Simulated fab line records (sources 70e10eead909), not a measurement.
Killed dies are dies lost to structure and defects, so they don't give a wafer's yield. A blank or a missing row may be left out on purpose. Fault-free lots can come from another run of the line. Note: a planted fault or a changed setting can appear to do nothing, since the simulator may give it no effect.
Which tool was responsible?	flow nand-harc	24 lots with 72 wafers sampled at 6 steps, on a route of 1302 steps

## WHAT THE GAUGES SHOWED, per wafer
The record holds no reading of a measuring or inspecting step that can be judged against a usual standard deviation.

## EACH LOT AND THE TOOL THAT RAN IT (in order: tool; ch and the chambers of the sampled wafers; start)
lot	NHARC_A_STAIRCASE_DEP_156	NHARC_A_STAIRCASE_STRIP_205	NHARC_A_STAIRCASE_TRIM_222	NHARC_A_STAIRCASE_TRIM_226	NHARC_A_STAIRCASE_ETCH_227	NHARC_A_STAIRCASE_TRIM_231
L074	pecvd-04 ch 0,2, day 15 06:43	plasma-asher-01 ch 0,1, day 15 15:16	rie-diel-03 ch 1,2, no start	rie-diel-03 ch 2,3, no start	rie-diel-03 ch 1,2, no start	rie-diel-07 ch 1,2, no start
L075	pecvd-04 ch 1,2, day 16 01:22	plasma-asher-01 ch 0,1, day 16 09:59	rie-diel-07 ch 0,1,2, no start	rie-diel-07 ch 0,2, no start	rie-diel-07 ch 0,3, no start	rie-diel-03 ch 0,2,3, no start
L076	pecvd-04 ch 0,1,2, day 16 12:01	plasma-asher-01 ch 0,1, day 16 20:27	rie-diel-03 ch 1,3, no start	rie-diel-03 ch 1,3, no start	rie-diel-03 ch 0,1, no start	rie-diel-03 ch 0,1,3, no start
L077	pecvd-04 ch 0,1,2, day 17 06:21	plasma-asher-01 ch 0,1, day 17 15:03	rie-diel-01 ch 0,1,2, no start	rie-diel-01 ch 0,3, no start	rie-diel-01 ch 0,3, no start	rie-diel-01 ch 1,2,3, no start
L078	pecvd-04 ch 0,1,2, day 17 12:25	plasma-asher-01 ch 0,1, day 17 23:49	rie-diel-07 ch 1,2, no start	rie-diel-07 ch 1,3, no start	rie-diel-07 ch 0,1,3, no start	rie-diel-07 ch 0,1,3, no start
L080	pecvd-03 ch 0,2, day 17 21:38	plasma-asher-02 ch 0,1, day 18 06:37	rie-diel-07 ch 1,2,3, no start	rie-diel-07 ch 0,2, no start	rie-diel-07 ch 0,1,2, no start	rie-diel-07 ch 0,2,3, no start
L079	pecvd-03 ch 1,2, day 18 02:51	plasma-asher-02 ch 1, day 18 12:16	rie-diel-07 ch 0,2, no start	rie-diel-07 ch 1,2,3, no start	rie-diel-07 ch 1,3, no start	rie-diel-07 ch 0,3, no start
L081	pecvd-03 ch 1,2, day 18 18:37	plasma-asher-01 ch 0,1, day 19 03:14	rie-diel-01 ch 0,1, no start	rie-diel-01 ch 0,1, no start	rie-diel-01 ch 0,1,3, no start	rie-diel-07 ch 1,3, no start
L082	pecvd-04 ch 0,1,2, day 19 02:11	plasma-asher-02 ch 0,1, day 19 14:17	rie-diel-03 ch 0,1,2, no start	rie-diel-03 ch 0,2,3, no start	rie-diel-03 ch 0,1,2, no start	rie-diel-03 ch 0,1,2, no start
L083	pecvd-01 ch 0,2, day 19 21:19	plasma-asher-02 ch 0,1, day 20 06:17	rie-diel-01 ch 0,2,3, no start	rie-diel-01 ch 1,2, no start	rie-diel-01 ch 0,1, no start	rie-diel-01 ch 1,2,3, no start
L085	pecvd-03 ch 1,2, day 20 04:40	plasma-asher-02 ch 0,1, day 20 17:10	rie-diel-01 ch 1,2, no start	rie-diel-01 ch 2,3, no start	rie-diel-01 ch 0,1,2, no start	rie-diel-03 ch 0,1,3, no start
L084	pecvd-01 ch 1,2, day 20 10:01	plasma-asher-02 ch 0,1, day 20 19:34	rie-diel-01 ch 0,1,2, no start	rie-diel-01 ch 0,2,3, no start	rie-diel-01 ch 0,1, no start	rie-diel-01 ch 0,1,2, no start
L086	pecvd-01 ch 0,1,2, day 20 14:22	plasma-asher-01 ch 0,1, day 21 01:23	rie-diel-03 ch 0,2,3, no start	rie-diel-01 ch 1,2,3, no start	rie-diel-01 ch 0,1, no start	rie-diel-01 ch 1,3, no start
L088	pecvd-04 ch 0,1, day 21 02:59	plasma-asher-02 ch 0,1, day 21 12:45	rie-diel-01 ch 0,3, no start	rie-diel-01 ch 0,1, no start	rie-diel-01 ch 0,1,3, no start	rie-diel-03 ch 0,1,2, no start
L087	pecvd-01 ch 0,1,2, day 21 03:01	plasma-asher-02 ch 0,1, day 21 14:00	rie-diel-03 ch 0,1,2, no start	rie-diel-03 ch 0,1,2, no start	rie-diel-03 ch 0,2,3, no start	rie-diel-01 ch 0,3, no start
L089	pecvd-04 ch 0,1,2, day 21 10:50	plasma-asher-01 ch 0,1, day 21 19:24	rie-diel-01 ch 0,1,3, no start	rie-diel-01 ch 0,1,3, no start	rie-diel-01 ch 0,2, no start	rie-diel-07 ch 0,1,2, no start
L090	pecvd-04 ch 0,1,2, day 21 23:43	plasma-asher-01 ch 0,1, day 22 08:53	rie-diel-01 ch 0,1,2, no start	rie-diel-01 ch 1,2,3, no start	rie-diel-01 ch 2,3, no start	rie-diel-03 ch 1,2, no start
L091	pecvd-04 ch 0,1, day 22 10:26	plasma-asher-02 ch 0,1, day 22 19:14	rie-diel-03 ch 0,3, no start	rie-diel-03 ch 1,2, no start	rie-diel-03 ch 0,2, no start	rie-diel-01 ch 0,3, no start
L092	pecvd-04 ch 0,1, day 23 06:25	plasma-asher-01 ch 0,1, day 23 18:05	rie-diel-07 ch 0,2,3, no start	rie-diel-07 ch 0,3, no start	rie-diel-07 ch 0,2, no start	rie-diel-07 ch 2,3, no start
L093	pecvd-01 ch 0,1, day 23 06:34	plasma-asher-02 ch 0,1, day 23 17:43	rie-diel-03 ch 1,2, no start	rie-diel-03 ch 0,3, no start	rie-diel-03 ch 1,3, no start	rie-diel-01 ch 1,2,3, no start
L094	pecvd-01 ch 1,2, day 23 20:13	plasma-asher-01 ch 0,1, day 24 05:02	rie-diel-03 ch 2,3, no start	rie-diel-03 ch 0,1,3, no start	rie-diel-03 ch 0,2, no start	rie-diel-07 ch 0,2, no start
L095	pecvd-01 ch 0,1, day 24 04:14	plasma-asher-02 ch 1, day 24 14:04	rie-diel-07 ch 1,2,3, no start	rie-diel-07 ch 0,1, no start	rie-diel-07 ch 1,2, no start	rie-diel-07 ch 0,1,3, no start
L096	pecvd-01 ch 0,2, day 25 03:42	plasma-asher-01 ch 0,1, day 25 12:56	rie-diel-03 ch 0,2,3, no start	rie-diel-03 ch 0,1, no start	rie-diel-03 ch 0,2,3, no start	rie-diel-03 ch 1,3, no start
L097	pecvd-01 ch 0,1, day 25 14:29	plasma-asher-02 ch 1, day 25 23:16	rie-diel-03 ch 1,2, no start	rie-diel-03 ch 0,2,3, no start	rie-diel-03 ch 0,2, no start	rie-diel-03 ch 0,3, no start
- NHARC_A_STAIRCASE_DEP_156: deposits SiNx, target thk 50 nm.
- NHARC_A_STAIRCASE_STRIP_205: strips in O2.
- NHARC_A_STAIRCASE_TRIM_222: chemistry O2, time 211.2 s.
- NHARC_A_STAIRCASE_TRIM_226: chemistry O2, time 211.2 s.
- NHARC_A_STAIRCASE_ETCH_227: etches the open film in C4F8/O2, target depth 100 nm, time 40.5 s.
- NHARC_A_STAIRCASE_TRIM_231: chemistry O2, time 211.2 s.

## WHAT THE TOOLS THEMSELVES READ (means of the sampled wafers that have a number; where no wafer has one, the mark that the record gives instead)
NHARC_A_STAIRCASE_DEP_156. Usual: heater-power-outer-w 454 W, standard deviation 82; heater-power-w 740 W, standard deviation 130.
lot	tool	heater-power-outer-w (W)	heater-power-w (W)	flag
L074	pecvd-04	433	729	
L075	pecvd-04	384	635	
L076	pecvd-04	411	675	
L077	pecvd-04	449	734	
L078	pecvd-04	446	721	
L080	pecvd-03	448	761	
L079	pecvd-03	441	720	
L081	pecvd-03	488	792	
L082	pecvd-04	423	697	
L083	pecvd-01	442	706	
L085	pecvd-03	490	799	
L084	pecvd-01	569	919	
L086	pecvd-01	472	761	
L088	pecvd-04	494	748	
L087	pecvd-01	502	808	
L089	pecvd-04	458	742	
L090	pecvd-04	487	775	
L091	pecvd-04	442	695	
L092	pecvd-04	469	738	
L093	pecvd-01	454	746	
L094	pecvd-01	549	899	
L095	pecvd-01	528	847	
L096	pecvd-01	357	595	
L097	pecvd-01	423	693	

NHARC_A_STAIRCASE_STRIP_205. Usual: drypump-motor-current-A 5.6 A, standard deviation 0.4; heater-power-w 338 W, standard deviation 34.
lot	tool	drypump-motor-current-A (A)	heater-power-w (W)	flag
L074	plasma-asher-01	5.5	364	
L075	plasma-asher-01	5.5	364	
L076	plasma-asher-01	5.4	360	
L077	plasma-asher-01	5.2	375	
L078	plasma-asher-01	5.5	363	
L080	plasma-asher-02	6.0	296	
L079	plasma-asher-02	6.2	281	
L081	plasma-asher-01	5.2	377	
L082	plasma-asher-02	6.0	302	
L083	plasma-asher-02	5.8	312	
L085	plasma-asher-02	6.0	304	
L084	plasma-asher-02	5.8	316	
L086	plasma-asher-01	5.4	364	
L088	plasma-asher-02	5.9	311	
L087	plasma-asher-02	5.8	310	
L089	plasma-asher-01	5.4	361	
L090	plasma-asher-01	5.4	354	
L091	plasma-asher-02	6.0	307	
L092	plasma-asher-01	5.2	363	
L093	plasma-asher-02	6.0	309	
L094	plasma-asher-01	5.2	367	
L095	plasma-asher-02	6.2	298	
L096	plasma-asher-01	5.2	367	
L097	plasma-asher-02	6.2	296	

NHARC_A_STAIRCASE_TRIM_222. Usual: drypump-motor-current-A 5.7 A, standard deviation 0.5; oes-product-au 1.004 a.u., standard deviation 0.013; rf-vpp-V 57.9 V, standard deviation 0.89; showerhead-plenum-p-Torr 3.55 Torr, standard deviation 0.16; throttle-valve-pct 17.036 %, standard deviation 0.0098.
lot	tool	drypump-motor-current-A (A)	oes-product-au (a.u.)	rf-vpp-V (V)	showerhead-plenum-p-Torr (Torr)	throttle-valve-pct (%)	flag
L074	rie-diel-03	6.2	0.997	57.7	3.41	17.041	
L075	rie-diel-07	5.8	1.003	57.5	3.57	17.035	
L076	rie-diel-03	6.0	1.011	57.5	3.55	17.036	
L077	rie-diel-01	5.5	0.988	57.8	3.51	17.040	
L078	rie-diel-07	5.8	1.011	57.9	3.53	17.041	
L080	rie-diel-07	5.8	1.015	57.8	3.55	17.039	
L079	rie-diel-07	5.9	1.010	57.2	3.71	17.038	
L081	rie-diel-01	5.4	1.004	57.4	3.65	17.032	
L082	rie-diel-03	5.8	1.005	57.1	3.46	17.041	
L083	rie-diel-01	5.2	1.001	57.4	3.46	17.030	
L085	rie-diel-01	5.7	1.004	57.5	3.36	17.039	
L084	rie-diel-01	5.5	1.012	57.9	3.50	17.046	
L086	rie-diel-03	5.6	1.003	57.3	3.58	17.031	
L088	rie-diel-01	5.0	0.994	57.4	3.47	17.027	
L087	rie-diel-03	5.8	1.006	57.9	3.63	17.041	
L089	rie-diel-01	5.4	1.003	58.1	3.51	17.036	
L090	rie-diel-01	5.6	1.006	57.9	3.49	17.030	
L091	rie-diel-03	5.1	1.008	58.2	3.46	17.033	
L092	rie-diel-07	5.9	0.996	58.9	3.68	17.046	
L093	rie-diel-03	6.3	0.997	58.5	3.67	17.031	
L094	rie-diel-03	6.1	0.998	57.6	3.68	17.026	
L095	rie-diel-07	5.8	1.003	57.8	3.53	17.030	
L096	rie-diel-03	5.6	1.006	58.7	3.56	17.029	
L097	rie-diel-03	6.2	1.000	58.6	3.72	17.044	

NHARC_A_STAIRCASE_TRIM_226. Usual: drypump-motor-current-A 5.7 A, standard deviation 0.48; oes-product-au 1.004 a.u., standard deviation 0.012; rf-vpp-V 57.9 V, standard deviation 0.93; showerhead-plenum-p-Torr 3.53 Torr, standard deviation 0.17; throttle-valve-pct 17.037 %, standard deviation 0.0093.
lot	tool	drypump-motor-current-A (A)	oes-product-au (a.u.)	rf-vpp-V (V)	showerhead-plenum-p-Torr (Torr)	throttle-valve-pct (%)	flag
L074	rie-diel-03	5.9	1.007	57.5	3.43	17.036	
L075	rie-diel-07	5.9	1.016	58.2	3.68	17.035	
L076	rie-diel-03	6.0	1.005	56.9	3.55	17.040	
L077	rie-diel-01	5.1	0.995	57.2	3.62	17.040	
L078	rie-diel-07	5.6	0.994	57.5	3.44	17.036	
L080	rie-diel-07	5.9	1.016	58.5	3.67	17.032	
L079	rie-diel-07	5.7	1.016	57.5	3.55	17.031	
L081	rie-diel-01	5.7	1.013	58.3	3.56	17.034	
L082	rie-diel-03	5.6	1.004	57.5	3.41	17.034	
L083	rie-diel-01	5.6	1.004	57.5	3.36	17.035	
L085	rie-diel-01	5.2	0.992	58.2	3.33	17.037	
L084	rie-diel-01	5.2	0.994	57.9	3.46	17.043	
L086	rie-diel-01	5.5	1.004	57.0	3.37	17.043	
L088	rie-diel-01	5.7	1.004	57.8	3.55	17.038	
L087	rie-diel-03	5.8	0.998	58.6	3.63	17.030	
L089	rie-diel-01	5.4	0.992	57.1	3.51	17.039	
L090	rie-diel-01	5.5	1.001	57.3	3.37	17.033	
L091	rie-diel-03	6.3	1.006	58.0	3.67	17.036	
L092	rie-diel-07	5.9	0.995	58.9	3.72	17.026	
L093	rie-diel-03	5.5	1.024	57.8	3.46	17.040	
L094	rie-diel-03	5.6	1.018	57.8	3.51	17.026	
L095	rie-diel-07	5.6	0.999	57.8	3.43	17.035	
L096	rie-diel-03	5.8	1.004	57.3	3.55	17.042	
L097	rie-diel-03	5.6	1.000	57.2	3.56	17.033	

NHARC_A_STAIRCASE_ETCH_227. Usual: bias-w 1000 W, standard deviation 3.1; oes-product-au 0.948 a.u., standard deviation 0.012; rf-vpp-V 896 V, standard deviation 6.2.
lot	tool	bias-w (W)	oes-product-au (a.u.)	rf-vpp-V (V)	flag
L074	rie-diel-03	1002	0.935	896	
L075	rie-diel-07	1001	0.964	903	
L076	rie-diel-03	1000	0.943	898	
L077	rie-diel-01	997	0.951	895	
L078	rie-diel-07	998	0.953	899	
L080	rie-diel-07	1001	0.956	897	
L079	rie-diel-07	1002	0.945	893	
L081	rie-diel-01	1002	0.942	895	
L082	rie-diel-03	1000	0.951	893	
L083	rie-diel-01	1002	0.959	897	
L085	rie-diel-01	1000	0.941	894	
L084	rie-diel-01	1001	0.961	899	
L086	rie-diel-01	999	0.965	897	
L088	rie-diel-01	1002	0.946	895	
L087	rie-diel-03	999	0.942	898	
L089	rie-diel-01	999	0.953	893	
L090	rie-diel-01	997	0.937	888	
L091	rie-diel-03	999	0.946	897	
L092	rie-diel-07	999	0.935	901	
L093	rie-diel-03	999	0.962	898	
L094	rie-diel-03	1002	0.937	896	
L095	rie-diel-07	1001	0.941	891	
L096	rie-diel-03	1002	0.945	897	
L097	rie-diel-03	999	0.937	901	

NHARC_A_STAIRCASE_TRIM_231. Usual: drypump-motor-current-A 5.6 A, standard deviation 0.47; oes-product-au 1.006 a.u., standard deviation 0.013; rf-vpp-V 57.9 V, standard deviation 0.88; showerhead-plenum-p-Torr 3.55 Torr, standard deviation 0.16; throttle-valve-pct 17.036 %, standard deviation 0.0089.
lot	tool	drypump-motor-current-A (A)	oes-product-au (a.u.)	rf-vpp-V (V)	showerhead-plenum-p-Torr (Torr)	throttle-valve-pct (%)	flag
L074	rie-diel-07	5.8	1.009	57.3	3.53	17.042	
L075	rie-diel-03	5.6	1.010	58.3	3.42	17.046	
L076	rie-diel-03	5.7	1.010	58.1	3.54	17.047	
L077	rie-diel-01	5.4	0.991	57.6	3.39	17.039	
L078	rie-diel-07	5.7	1.008	59.0	3.59	17.038	
L080	rie-diel-07	5.9	1.017	58.3	3.70	17.031	
L079	rie-diel-07	5.9	1.012	58.1	3.72	17.041	
L081	rie-diel-07	5.7	1.008	58.0	3.57	17.038	
L082	rie-diel-03	5.8	1.006	58.4	3.46	17.031	
L083	rie-diel-01	5.5	1.005	57.7	3.38	17.027	
L085	rie-diel-03	5.6	1.014	56.8	3.52	17.035	
L084	rie-diel-01	5.5	1.007	57.8	3.50	17.038	
L086	rie-diel-01	5.3	1.000	58.0	3.39	17.039	
L088	rie-diel-03	5.8	0.988	57.5	3.63	17.031	
L087	rie-diel-01	5.1	1.002	57.0	3.47	17.036	
L089	rie-diel-07	5.8	0.999	57.2	3.55	17.036	
L090	rie-diel-03	6.2	1.001	58.6	3.74	17.045	
L091	rie-diel-01	5.0	0.998	57.5	3.47	17.031	
L092	rie-diel-07	5.9	1.001	57.7	3.64	17.037	
L093	rie-diel-01	5.5	0.994	56.7	3.36	17.039	
L094	rie-diel-07	5.9	0.989	57.3	3.69	17.045	
L095	rie-diel-07	5.8	1.001	58.3	3.56	17.036	
L096	rie-diel-03	6.1	1.016	58.0	3.56	17.036	
L097	rie-diel-03	5.1	1.020	57.2	3.45	17.028	

## THE ANSWER, worked out from the rows above alone
Rule: a lot counts as off when the mean over its wafers that have a number is more than 3 standard deviations away from the usual mean. Also off: a lot with no number at a reading for which 4 or more lots have one. The other lots that the step has rows for count as sound. Order of review: gauges by route order, followed by the tools' own readings, for which a lot's mean as printed above is used. The first step at which some lot is off is used, and at that step the reading that is off furthest; a lot without a number counts as furthest.
Across all readings shown, no lot is off: no conclusion can be drawn from this.

## WHAT THE SIMULATOR HAD INSERTED
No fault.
